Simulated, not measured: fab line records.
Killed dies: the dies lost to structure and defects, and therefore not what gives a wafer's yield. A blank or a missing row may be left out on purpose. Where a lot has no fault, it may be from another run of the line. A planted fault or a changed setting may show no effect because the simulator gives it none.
The tool behind it: which one? / flow nand-harc / Sampling: 14 lots, 42 wafers, 4 of 1159 route steps

WHAT THE GAUGES SHOWED, per wafer
NHARC_A_ONON_D1_THK_MEAS_11: measures by ellipsometry.
lot=L583; measured=day 7 09:48; on=film-metro-01; thk-nm (nm)=1010 1009 1008
lot=L587; measured=day 8 06:25; on=film-metro-01; thk-nm (nm)=1007 1009 1008
lot=L588; measured=day 9 06:14; on=film-metro-02; thk-nm (nm)=995 1609 995
lot=L591; measured=day 9 12:51; on=film-metro-02; thk-nm (nm)=1009 1007 1622
lot=L592; measured=day 9 16:31; on=film-metro-02; thk-nm (nm)=1017 1018 1016
lot=L596; measured=day 10 18:21; on=film-metro-02; thk-nm (nm)=999 1001 999
lot=L597; measured=day 11 09:57; on=film-metro-02; thk-nm (nm)=986 988 988
lot=L598; measured=day 11 09:58; on=film-metro-01; thk-nm (nm)=995 995 994
lot=L600; measured=day 12 01:58; on=film-metro-02; thk-nm (nm)=1006 1006 1005
lot=L601; measured=day 12 02:01; on=film-metro-01; thk-nm (nm)=999 1002 1001
lot=L603; measured=day 12 05:29; on=film-metro-02; thk-nm (nm)=994 995 997
lot=L602; measured=day 12 05:29; on=film-metro-02; thk-nm (nm)=1015 1013 1015
lot=L605; measured=day 12 16:47; on=film-metro-01; thk-nm (nm)=996 996 998
lot=L604; measured=day 12 17:08; on=film-metro-02; thk-nm (nm)=1002 1001 1002

NHARC_END_SORT_01.
lot=L588; measured=day 21 03:27; on=prober-02; killed-at-array=25 674 25; killed-at-other=0 1 0; killed-at-periphery=2 2 0; killed-dies=27 677 25; killed-open=5 4 1; killed-short=4 1 1
lot=L591; measured=day 21 21:49; on=prober-02; killed-at-array=33 30 673; killed-at-other=1 0 0; killed-at-periphery=4 7 4; killed-dies=38 37 677; killed-open=3 4 4; killed-short=5 1 1

WHAT TOOL EACH LOT RAN ON (gives the tool, then ch and the chambers of the sampled wafers, and finally the start)
lot=L583; NHARC_A_ONON_D1_DEP_09=pecvd-onon-04 ch 0, day 7 09:20; NHARC_A_CHANNEL_HOLE_D1_DEP_00=acl-dep-01 ch 0, day 8 01:30
lot=L587; NHARC_A_ONON_D1_DEP_09=pecvd-onon-02 ch 0, day 8 05:55; NHARC_A_CHANNEL_HOLE_D1_DEP_00=acl-dep-02 ch 0, day 8 18:43
lot=L588; NHARC_A_ONON_D1_DEP_09=pecvd-onon-04 ch 0, day 9 05:44; NHARC_A_CHANNEL_HOLE_D1_DEP_00=acl-dep-03 ch 0, day 9 19:14
lot=L591; NHARC_A_ONON_D1_DEP_09=pecvd-onon-04 ch 0, day 9 12:20; NHARC_A_CHANNEL_HOLE_D1_DEP_00=acl-dep-01 ch 0, day 10 03:06
lot=L592; NHARC_A_ONON_D1_DEP_09=pecvd-onon-01 ch 0, day 9 16:00; NHARC_A_CHANNEL_HOLE_D1_DEP_00=acl-dep-03 ch 0, day 10 03:41
lot=L596; NHARC_A_ONON_D1_DEP_09=pecvd-onon-01 ch 0, day 10 17:57; NHARC_A_CHANNEL_HOLE_D1_DEP_00=acl-dep-03 ch 0, day 11 05:31
lot=L597; NHARC_A_ONON_D1_DEP_09=pecvd-onon-02 ch 0, day 11 09:26; NHARC_A_CHANNEL_HOLE_D1_DEP_00=acl-dep-01 ch 0, day 11 20:34
lot=L598; NHARC_A_ONON_D1_DEP_09=pecvd-onon-01 ch 0, day 11 09:26; NHARC_A_CHANNEL_HOLE_D1_DEP_00=acl-dep-03 ch 0, day 11 20:46
lot=L600; NHARC_A_ONON_D1_DEP_09=pecvd-onon-01 ch 0, day 12 01:27; NHARC_A_CHANNEL_HOLE_D1_DEP_00=acl-dep-03 ch 0, day 12 12:46
lot=L601; NHARC_A_ONON_D1_DEP_09=pecvd-onon-02 ch 0, day 12 01:31; NHARC_A_CHANNEL_HOLE_D1_DEP_00=acl-dep-01 ch 0, day 12 12:50
lot=L603; NHARC_A_ONON_D1_DEP_09=pecvd-onon-02 ch 0, day 12 04:58; NHARC_A_CHANNEL_HOLE_D1_DEP_00=acl-dep-02 ch 0, day 12 16:23
lot=L602; NHARC_A_ONON_D1_DEP_09=pecvd-onon-04 ch 0, day 12 04:58; NHARC_A_CHANNEL_HOLE_D1_DEP_00=acl-dep-01 ch 0, day 12 16:16
lot=L605; NHARC_A_ONON_D1_DEP_09=pecvd-onon-01 ch 0, day 12 16:20; NHARC_A_CHANNEL_HOLE_D1_DEP_00=acl-dep-01 ch 0, day 13 04:06
lot=L604; NHARC_A_ONON_D1_DEP_09=pecvd-onon-04 ch 0, day 12 16:37; NHARC_A_CHANNEL_HOLE_D1_DEP_00=acl-dep-03 ch 0, day 13 03:22
- NHARC_A_ONON_D1_DEP_09: target thk 1000 nm.
- NHARC_A_CHANNEL_HOLE_D1_DEP_00: deposits aC, target thk 3100 nm.

AS READ BY THE TOOLS THEMSELVES (means over the sampled wafers that have a number; for cases with no such wafer, the mark the record gives instead)
NHARC_A_ONON_D1_DEP_09.
lot=L583; tool=pecvd-onon-04; n2o-flow-sccm (sccm)=2001
lot=L587; tool=pecvd-onon-02; n2o-flow-sccm (sccm)=1995
lot=L588; tool=pecvd-onon-04; n2o-flow-sccm (sccm)=2002
lot=L591; tool=pecvd-onon-04; n2o-flow-sccm (sccm)=1996
lot=L592; tool=pecvd-onon-01; n2o-flow-sccm (sccm)=1993
lot=L596; tool=pecvd-onon-01; n2o-flow-sccm (sccm)=2002
lot=L597; tool=pecvd-onon-02; n2o-flow-sccm (sccm)=2008
lot=L598; tool=pecvd-onon-01; n2o-flow-sccm (sccm)=2010
lot=L600; tool=pecvd-onon-01; n2o-flow-sccm (sccm)=2004
lot=L601; tool=pecvd-onon-02; n2o-flow-sccm (sccm)=2007
lot=L603; tool=pecvd-onon-02; n2o-flow-sccm (sccm)=1999
lot=L602; tool=pecvd-onon-04; n2o-flow-sccm (sccm)=1998
lot=L605; tool=pecvd-onon-01; n2o-flow-sccm (sccm)=2000
lot=L604; tool=pecvd-onon-04; n2o-flow-sccm (sccm)=2003

NHARC_A_CHANNEL_HOLE_D1_DEP_00.
lot=L583; tool=acl-dep-01; throttle-valve-pct (%)=35.002
lot=L587; tool=acl-dep-02; throttle-valve-pct (%)=35.005
lot=L588; tool=acl-dep-03; throttle-valve-pct (%)=34.997
lot=L591; tool=acl-dep-01; throttle-valve-pct (%)=34.998
lot=L592; tool=acl-dep-03; throttle-valve-pct (%)=34.996
lot=L596; tool=acl-dep-03; throttle-valve-pct (%)=35.003
lot=L597; tool=acl-dep-01; throttle-valve-pct (%)=34.997
lot=L598; tool=acl-dep-03; throttle-valve-pct (%)=35.005
lot=L600; tool=acl-dep-03; throttle-valve-pct (%)=35.013
lot=L601; tool=acl-dep-01; throttle-valve-pct (%)=35.007
lot=L603; tool=acl-dep-02; throttle-valve-pct (%)=35.000
lot=L602; tool=acl-dep-01; throttle-valve-pct (%)=35.008
lot=L605; tool=acl-dep-01; throttle-valve-pct (%)=35.000
lot=L604; tool=acl-dep-03; throttle-valve-pct (%)=35.009

THE ANSWER, worked out from the rows above alone
Rule: the lots themselves supply what counts as usual. Put in order of their means at a reading, lots are off if they are a third of the lots or fewer, leave a main group of 4 or more, and stand apart from it by a gap of 3 or more times the standard deviation of the main group's means; of several such gaps the widest counts. Not used: any main group whose means are identical at the precision the tables above print for the reading. Also off: a lot with no number at a reading for which 4 or more lots have one. Where the step has rows for the other lots, those lots are counted as sound. The gauges are gone through in route order, then the tools' own readings, and for those a lot's mean is taken as printed above. The first step at which some lot is off is used, and at that step the reading that is off furthest; a lot without a number counts as furthest.
Off, at NHARC_A_ONON_D1_THK_MEAS_11 on thk-nm: L588, L591. Main group: mean 1002 nm, sd 8.3.
A tool fits if, at a process step before that reading, it ran every lot that is off, and no sound lot after the first of them. Those tools and the gauges at NHARC_A_ONON_D1_THK_MEAS_11 are tried in the same way. Not one of the candidates tried fits.

WHAT THE SIMULATOR PUT IN
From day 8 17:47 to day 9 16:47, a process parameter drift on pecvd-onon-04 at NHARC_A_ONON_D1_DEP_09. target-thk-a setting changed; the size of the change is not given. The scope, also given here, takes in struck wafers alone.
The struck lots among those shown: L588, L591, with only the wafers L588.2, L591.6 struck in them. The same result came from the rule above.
